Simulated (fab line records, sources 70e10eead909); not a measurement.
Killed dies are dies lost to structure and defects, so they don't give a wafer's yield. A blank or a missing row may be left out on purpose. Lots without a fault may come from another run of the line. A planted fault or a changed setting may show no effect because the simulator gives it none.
fab line records | flow nand_harc
record lots=5 wafers=15 last_day=33
route steps=1302 shown A_WL_FILL@960 A_CONTACT@983 END@1302
lots that met no fault: from a run of the same line without faults
start_h: hours from the record's first day to the start of the lot's first wafer shown | wait_h: hours since the lot's step before | " the same as in the row above | L1.1+2: a row that stands for several wafers | - no value, or no start given | * or withheld: withheld | < > ~ a bound
route shown NAME@n: a module of which the file shows steps, and the number in the route of the first | usual: mean/standard deviation of fault-free wafers | same: alike in all rows | chamber/n: place in a boat | sites: the reading at each site | _std_site: their standard deviation | _edge_site: outer sites' mean less inner sites' | radius_mm: how far each site lies from the wafer's centre | mask NAME#n: copy n | behind: the tool/chamber that last shaped the wafer | hold: why the lot was held/for how many hours/how that ended | device: the transistor (n, p or np) that didn't switch | end of line: the same wafers' tests at the end of the route | a step without rows: its recipe alone | killed: dies lost to structure and defects at the first sort, not the wafer's yield | map: a wafer's dies, x killed, . not, _ none there
set.NAME: the setting as run; set.NAME@STEP: as run at that earlier step | model.NAME: the simulator's own value behind a step, which no gauge read
lots at some steps of the route; a table a step, a row a wafer
services: from which hour (start_h, from the record's first day; less than 0 if before it) a tool's chamber was out of use, for how many hours, and why
## steps
# step NHARC_A_WL_FILL_STRIP_28
# recipe time_s=1200 temp_c=72.5 chemistry=post_etch_residue_remover
# step NHARC_A_WL_FILL_PRECLEAN_06
# recipe time_s=300 chemistry=DIW
# step NHARC_A_WL_FILL_SRD_07
# step NHARC_A_WL_FILL_ANNEAL_08
# recipe temp_c=450 time_s=1800
# step NHARC_A_WL_FILL_ALD_10
# recipe target_thk_a=500 pulse_time_s=10 ald_cycles=500 temp_c=300 material=SiO2
# step NHARC_A_WL_FILL_ETCHBACK_16
# recipe target_depth_a=1200 time_s=24 c4f8_flow_sccm=withheld o2_flow_sccm=8 ar_flow_sccm=withheld rf_w=600 bias_w=800 chemistry=C4F8/O2/Ar
# usual oes_product_au=0.98/0.031 rf_vpp_V=725/4.8
# columns lot.wafer tool chamber start_h wait_h oes_product_au rf_hours_counter_h rf_vpp_V
L243.3 rie_diel-01 2 - - 0.97 4.7 730
L243.2 " 3 " " 0.98 5.5 718
L243.1 " 1 " " 0.98 4.3 721
L250.3 rie_diel-12 3 - - 0.99 2.5 725
L250.2 " 0 " " 1.00 2.4 732
L250.4 " 2 " " 1.01 2.4 729
L258.1 rie_diel-01 2 - - 0.99 2.4 729
L258.4 " 2 " " 0.99 - 730
L258.5 " 1 " " 1.00 - 721
L265.4 rie_diel-01 2 - - 0.99 6.5 729
L265.2 " 0 " " 0.99 6.7 724
L265.5 " 1 " " 0.98 - 721
L266.3 rie_diel-03 2 - - 0.98 1.6 730
L266.1 " 0 " " 0.99 1.4 728
L266.6 " 2 " " 0.97 - 730
# step NHARC_A_WL_FILL_STRIP_29
# recipe time_s=20 o2_flow_sccm=500 ar_flow_sccm=0 bias_w=0 chemistry=O2
# step NHARC_A_WL_FILL_ETCHBACK_17
# recipe target_depth_a=40 time_s=26.7 chemistry=Cl2/BCl3
# usual drypump_motor_current_A=5.66/0.24 oes_product_au=0.998/0.0097
# columns lot.wafer tool chamber start_h wait_h drypump_motor_current_A oes_product_au rf_hours_counter_h
L243.1 rie_metal-03 1 477.45 - 5.24 1.001 2.8
L243.2 " 0 " " 5.47 1.000 1.3
L243.3 " 0 " " 5.50 0.997 -
L250.2 rie_metal-03 1 549.10 - 5.24 0.996 0.2
L250.4 " 0 " " 5.52 1.004 -
L250.3 " 1 " " 5.23 0.998 -
L258.1 rie_metal-02 1 627.53 - 5.74 1.007 2.9
L258.4 " 0 " " 5.82 0.990 -
L258.5 " 1 " " 5.73 1.011 -
L265.2 rie_metal-01 1 689.45 - 5.68 0.981 2.0
L265.4 " 0 " " 5.97 0.991 -
L265.5 " 0 " " 5.96 0.990 -
L266.1 rie_metal-02 1 704.28 - 5.74 0.997 1.0
L266.3 " 0 " " 5.83 0.984 -
L266.6 " 1 " " 5.74 0.986 -
# step NHARC_A_WL_FILL_PRECLEAN_18
# recipe time_s=30 chemistry=dHF
# step NHARC_A_WL_FILL_SRD_21
# step NHARC_A_WL_FILL_CVD_23
# recipe target_thk_a=400 temp_c=620 pressure_mtorr=200 time_s=800 material=poly-Si
# step NHARC_A_WL_FILL_ETCHBACK_26
# recipe target_depth_a=520 time_s=13.3 hbr_flow_sccm=150 rf_w=350 icp_w=350 bias_w=60 chemistry=HBr
# usual drypump_motor_current_A=5.8/0.3 oes_product_au=1.003/0.011 throttle_valve_pct=23.266/0.0091
# columns lot.wafer tool chamber start_h wait_h drypump_motor_current_A oes_product_au rf_hours_counter_h throttle_valve_pct
L243.3 rie_si-01 2 482.67 0.4 6.2 1.019 0.7 23.254
L243.1 " 3 " " 5.7 1.021 0.7 23.265
L243.2 " 0 " " 5.5 1.019 0.6 23.260
L250.3 rie_si-03 2 554.33 0.4 6.0 0.986 1.0 23.277
L250.2 " 3 " " 5.4 1.018 1.1 23.269
L250.4 " 1 " " 6.0 0.992 0.8 23.261
L258.4 rie_si-01 2 632.77 0.4 6.2 1.016 0.3 23.257
L258.1 " 3 " " 5.6 1.008 0.6 23.256
L258.5 " 2 " " 6.2 1.018 - 23.254
L265.4 rie_si-03 2 694.70 0.4 6.0 1.014 0.7 23.255
L265.2 " 3 " " 5.4 1.021 0.6 23.256
L265.5 " 2 " " 6.0 1.019 - 23.275
L266.3 rie_si-01 0 709.42 0.4 5.5 1.016 1.2 23.272
L266.1 " 2 " " 6.2 1.006 0.8 23.258
L266.6 " 0 " " 5.5 1.017 - 23.277
# step NHARC_A_WL_FILL_PRECLEAN_30
# recipe time_s=10 chemistry=dHF
# step NHARC_A_WL_FILL_SRD_14
# step NHARC_A_WL_FILL_ALD_19
# recipe target_thk_a=20 pulse_time_s=3 ald_cycles=100 temp_c=450 material=TiN
# usual heater_power_w=1110/94 precursor_pulse_height_rel=1.002/0.023
# columns lot.wafer tool chamber start_h wait_h heater_power_w precursor_pulse_height_rel
L243.1 ald_metal-01 2 482.94 0.1 1182 0.999
L243.3 " 0 " " 1167 1.026
L243.2 " 1 " " 991 1.009
L250.4 ald_metal-04 2 554.62 0.1 1087 1.008
L250.3 " 3 " " 1014 1.005
L250.2 " 0 " " 1222 0.971
L258.4 ald_metal-03 0 633.05 0.1 1134 1.007
L258.1 " 1 " " 1154 0.945
L258.5 " 0 " " 1100 1.027
L265.4 ald_metal-01 2 694.98 0.1 1214 0.994
L265.2 " 0 " " 1217 1.017
L265.5 " 1 " " 1009 1.038
L266.3 ald_metal-03 1 709.71 0.1 1145 1.004
L266.1 " 3 " " 982 1.024
L266.6 " 1 " " 1164 0.966
# step NHARC_A_WL_FILL_CVD_20
# recipe target_thk_a=1000 temp_c=400 pressure_torr=40 wf6_flow_sccm=40 h2_flow_sccm=1600 ar_flow_sccm=1560 time_s=74 material=W
# step NHARC_A_WL_FILL_CMP_12
# recipe t_overpolish_s=30 target_thk_nm=100
# step NHARC_A_WL_FILL_SRD_31
# step NHARC_A_CONTACT_DEP_24
# recipe target_thk_a=5000 temp_c=400 pressure_torr=6.5 rf_w=900 teos_flow_sccm=161.4 flow_sccm=2650 target_thk_nm=500 gas=O2 material=SiO2
# step NHARC_A_CONTACT_DEP_28
# recipe target_thk_a=70000 temp_c=400 material=aC
# usual throttle_valve_pct=35.000/0.009
# columns lot.wafer tool chamber start_h wait_h throttle_valve_pct
L243.1 acl_dep-01 0 487.55 3.1 35.011
L243.2 " 0 " " 35.018
L243.3 " 0 " " 34.998
L250.2 acl_dep-03 0 556.89 0.8 35.024
L250.3 " 0 " " 35.009
L250.4 " 0 " " 35.003
L258.1 acl_dep-01 0 634.75 0.1 35.007
L258.4 " 0 636.85 2.2 35.002
L258.5 " 0 " " 34.997
L265.2 acl_dep-03 0 700.19 3.8 35.010
L265.4 " 0 701.61 5.2 34.997
L265.5 " 0 " " 35.011
L266.1 acl_dep-03 0 711.23 0.1 34.992
L266.3 " 0 712.63 1.5 34.997
L266.6 " 0 714.73 3.6 35.000
# step NHARC_A_CONTACT_DEP_29
# recipe target_thk_a=1000 target_thk_nm=100 temp_c=400 pressure_torr=3.5 flow_sccm=200 rf_w=350 material=SiON
# usual heater_power_w=685/88
# columns lot.wafer tool chamber start_h wait_h heater_power_w
L243.1 pecvd-03 2 491.86 3.6 694
L243.3 " 0 " " 595
L243.2 " 1 " " 787
L250.2 pecvd-04 1 560.43 2.8 670
L250.3 " 0 " " 678
L250.4 " 1 " " 678
L258.1 pecvd-03 0 638.97 3.5 564
L258.5 " 0 " " 542
L258.4 " 2 " " 698
L265.2 pecvd-03 1 703.77 2.9 776
L265.5 " 2 " " 784
L265.4 " 0 " " 532
L266.3 pecvd-03 0 715.46 2.1 607
L266.1 " 1 " " 771
L266.6 " 0 " " 596
# step NHARC_A_CONTACT_DEHYDRATE_32
# recipe temp_c=150 time_s=120
# step NHARC_A_CONTACT_HMDS_33
# recipe time_s=30
# step NHARC_A_CONTACT_COAT_34
# recipe temp_c=260 time_s=75
# step NHARC_A_CONTACT_COAT_35
# recipe temp_c=225 time_s=65
# step NHARC_A_CONTACT_COAT_36
# recipe spin_rpm=1500 resist_thk_nm=90
# step NHARC_A_CONTACT_SOFTBAKE_37
# recipe temp_c=105 time_s=55
# step NHARC_A_CONTACT_EBR_38
# step NHARC_A_CONTACT_EXPOSE_39
# recipe na=1.35 sigma_outer=0.8 dose_mj=58.79 mask_id=A_CC_3
# step NHARC_A_CONTACT_PEB_40
# recipe peb_temp_c=100 peb_time_s=65
# step NHARC_A_CONTACT_DEVELOP_41
# recipe develop_time_s=35 dev_temp_c=23
# step NHARC_A_CONTACT_CD_MEAS_42
# recipe target_cd_nm=300 landing_energy_ev=500
# usual cd_nm=300.0/0.57
# columns lot.wafer tool chamber start_h wait_h cd_nm
L243.1 cd_sem-02 0 492.45 - 299.6
L243.2 " 0 " " 300.7
L243.3 " 0 " " 300.4
L250.2 cd_sem-02 0 561.04 - 299.1
L250.3 " 0 " " 299.7
L250.4 " 0 " " 299.8
L258.1 cd_sem-01 0 639.56 - 300.5
L258.4 " 0 " " 299.9
L258.5 " 0 " " 300.2
L265.2 cd_sem-02 0 704.37 - 299.4
L265.4 " 0 " " 299.2
L265.5 " 0 " " 299.5
L266.1 cd_sem-02 0 716.18 - 299.8
L266.3 " 0 " " 300.6
L266.6 " 0 " " 300.0
# step NHARC_A_CONTACT_OVL_MEAS_43
# usual overlay_x_nm=0.1/1 overlay_y_nm=0.1/0.74
# columns lot.wafer tool chamber start_h wait_h overlay_x_nm overlay_y_nm
L243.1 overlay-01 - 492.54 - 0.9 1.2
L243.2 " - " " 0.9 1.4
L243.3 " - " " 0.9 1.3
L250.2 overlay-01 - 561.12 - -0.9 0.6
L250.3 " - " " -1.4 0.8
L250.4 " - " " -1.1 0.4
L258.1 overlay-02 - 639.65 - 1.3 -0.1
L258.4 " - " " 1.7 0.4
L258.5 " - " " 1.0 0.3
L265.2 overlay-01 - 704.46 - 0.3 0.8
L265.4 " - " " 0.1 0.0
L265.5 " - " " -0.1 0.3
L266.1 overlay-02 - 716.27 - 0.1 -1.8
L266.3 " - " " -0.2 -1.4
L266.6 " - " " -0.3 -0.8
# step NHARC_A_CONTACT_DESCUM_47
# recipe time_s=3 o2_flow_sccm=200 ar_flow_sccm=0 bias_power_w=0 chemistry=O2
# usual drypump_motor_current_A=5.7/0.45 oes_product_au=0.999/0.01 rf_vpp_V=57.8/0.84 showerhead_plenum_p_Torr=1.94/0.087 throttle_valve_pct=11.311/0.01
# columns lot.wafer tool chamber start_h wait_h hold drypump_motor_current_A oes_product_au rf_hours_counter_h rf_vpp_V showerhead_plenum_p_Torr throttle_valve_pct
L243.3 rie_diel-04 0 492.63 0.1 - 6.1 0.986 38 58.1 1.97 11.321
L243.2 " 2 " " - 6.0 1.004 31 58.9 2.07 11.307
L243.1 " 3 " " - 6.4 0.992 30 56.1 1.85 11.323
L250.3 rie_diel-11 3 561.23 0.1 - 5.4 1.014 18 58.2 1.98 11.317
L250.2 " 0 " " - 6.0 1.005 19 58.0 2.03 11.302
L250.4 " 1 " " - 5.8 1.001 19 58.5 1.84 11.293
L258.4 rie_diel-11 1 642.60 2.7 await_dispo/2.7h/release 5.8 0.984 4 56.3 1.83 11.298
L258.1 " 0 " " await_dispo/2.7h/release 6.0 1.001 4 57.7 2.03 11.311
L258.5 " 2 " " await_dispo/2.7h/release 5.2 0.998 - 57.2 1.97 11.305
L265.4 rie_diel-04 3 704.56 0.1 - 6.4 0.982 64 56.3 1.83 11.294
L265.2 " 1 " " - 4.8 0.994 54 58.1 1.99 11.310
L265.5 " 3 " " - 6.4 0.980 - 56.7 1.83 11.319
L266.3 rie_diel-11 3 716.67 0.4 - 5.4 1.010 14 57.4 1.98 11.308
L266.1 " 2 " " - 5.2 1.000 18 58.9 1.96 11.314
L266.6 " 3 " " - 5.4 1.017 - 57.6 1.98 11.297
# step NHARC_A_CONTACT_ETCH_48
# recipe target_depth_a=390 over_etch_frac=0.3 time_s=65 ion_energy_ev=80 cf4_flow_sccm=150 ar_flow_sccm=0 rf_w=300 bias_w=100 chemistry=CF4
# step NHARC_END_SORT_01
# recipe temp_c=25
# usual killed_at_array=55/20 killed_at_other=1.2/1.3 killed_at_periphery=4.0/3 killed_dies=60/21 killed_open=3.2/1.9 killed_short=2.5/1.6
# same gross_dies=677
# columns lot.wafer tool chamber start_h wait_h killed_at_array killed_at_other killed_at_periphery killed_dies killed_open killed_short
L250.2 prober-02 0 631.02 2.8 85 2 3 90 1 4
L250.3 prober-02 0 631.83 3.1 64 0 6 70 1 0
L250.4 prober-02 0 632.65 3.4 67 2 2 71 3 3
L258.1 prober-02 0 736.92 2.5 111 2 4 117 3 2
L258.4 prober-02 0 739.38 3.5 99 3 4 106 5 3
L258.5 prober-02 0 740.19 3.8 93 1 1 95 3 2
# killed by level:class
L250.2 A_CHANNEL_HOLE_D2:chamber_film_flake=33 A_SLIT:chamber_film_flake=28 A_CHANNEL_HOLE_D1:chamber_film_flake=8 A_SGD_CUT:chamber_film_flake=7 P_M1:chamber_film_flake=3 A_CONTACT:chamber_film_flake=2 THIN_TSV:chamber_film_flake=2 A_SOURCE_PLATE:geometric_particle:short=1
L250.3 A_SLIT:chamber_film_flake=31 A_CHANNEL_HOLE_D2:chamber_film_flake=26 P_M1:chamber_film_flake=6 A_SGD_CUT:chamber_film_flake=5 A_CHANNEL_FILL_D1:geometric_particle:open=1 A_CHANNEL_HOLE_D1:chamber_film_flake=1
L250.4 A_CHANNEL_HOLE_D2:chamber_film_flake=35 A_SLIT:chamber_film_flake=20 A_SGD_CUT:chamber_film_flake=6 THIN_TSV:chamber_film_flake=2 P_CONTACT:geometric_particle:short=1 A_DECK1_JOINT:geometric_particle:short=1 A_ONON_D2:geometric_particle:open=1 A_BLC:geometric_particle:open=1
L258.1 A_WL_FILL:unspecified=67 A_CHANNEL_HOLE_D1:chamber_film_flake=30 P_ZERO_WELL:chamber_film_flake=3 A_STAIRCASE:chamber_film_flake=2 A_SGD_CUT:chamber_film_flake=2 A_SLIT:chamber_film_flake=2 A_CONTACT:chamber_film_flake=2 THIN_TSV:chamber_film_flake=2
L258.4 A_WL_FILL:unspecified=46 A_CHANNEL_HOLE_D1:chamber_film_flake=34 A_SLIT:chamber_film_flake=7 THIN_TSV:chamber_film_flake=3 A_CHANNEL_FILL_D1:geometric_particle:short=2 P_ZERO_WELL:chamber_film_flake=2 A_CONTACT:chamber_film_flake=2 P_M1:geometric_particle:open=1
L258.5 A_WL_FILL:unspecified=49 A_CHANNEL_HOLE_D1:chamber_film_flake=34 A_SLIT:chamber_film_flake=3 A_STAIRCASE:chamber_film_flake=2 P_M0:geometric_particle:open=1 A_CHANNEL_HOLE_D1:geometric_particle:short=1 A_DECK1_JOINT:geometric_particle:open=1 A_SGD_CUT:geometric_particle:short=1
## services
# columns tool chamber start_h hours kind
rie_metal-02 - 454.00 9.0 pm
rie_si-01 - 456.04 3.8 repair
rie_metal-03 1 459.90 2.5 repair
rie_diel-01 0 471.23 34.1 repair
rie_diel-11 1 478.19 2.9 repair
acl_dep-03 - 481.76 13.0 pm
rie_si-01 2 487.05 13.2 repair
rie_si-03 - 491.30 1.1 repair
rie_diel-01 3 496.43 14.7 repair
ald_metal-03 0 502.85 3.8 repair
rie_metal-02 - 506.57 0.2 repair
rie_si-01 1 507.39 7.5 repair
rie_diel-11 0 533.94 3.5 repair
pecvd-03 - 547.00 13.0 pm
rie_si-01 - 547.00 9.0 pm
rie_diel-01 - 557.82 9.0 pm
rie_si-01 2 585.82 18.7 repair
rie_diel-01 1 600.65 3.8 repair
rie_diel-11 - 609.67 9.0 pm
rie_diel-01 3 621.98 20.5 repair
rie_diel-11 3 648.17 8.8 repair
acl_dep-03 - 663.61 13.0 pm
rie_diel-11 1 690.05 7.9 repair
rie_diel-01 3 707.37 4.7 repair
## key
first_sign step=NHARC_END_SORT_01 reading=killed_at_array direction=up sigmas=2.3 usual=55 struck=101
effect step=NHARC_END_SORT_01 reading=killed_dies direction=up sigmas=2.2 usual=60 struck=106
more_kills_born_at NHARC_A_WL_FILL_ETCHBACK_26@rie_si-01=162
met_at NHARC_A_WL_FILL_ETCHBACK_26
struck_wafers L258.1,L258.4,L258.5
tester_left_out L258
onset_between 482.67 632.77
also_fits NHARC_A_CONTACT_DEP_28:acl_dep-01
fault kind=chamber_particle_source tool=rie_si-01 chamber=- onset_h=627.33 steps=NHARC_A_WL_FILL_ETCHBACK_26 rate_per_visit_cm2=0.54181 end_h=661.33
# tester_left_out: of these lots the tester's yield and bins aren't shown, on N5 and GAA mostly nor the transistor test; their killed dies are dies lost to structure and defects alone, not to doping, threshold or leakage, so they don't give the yield
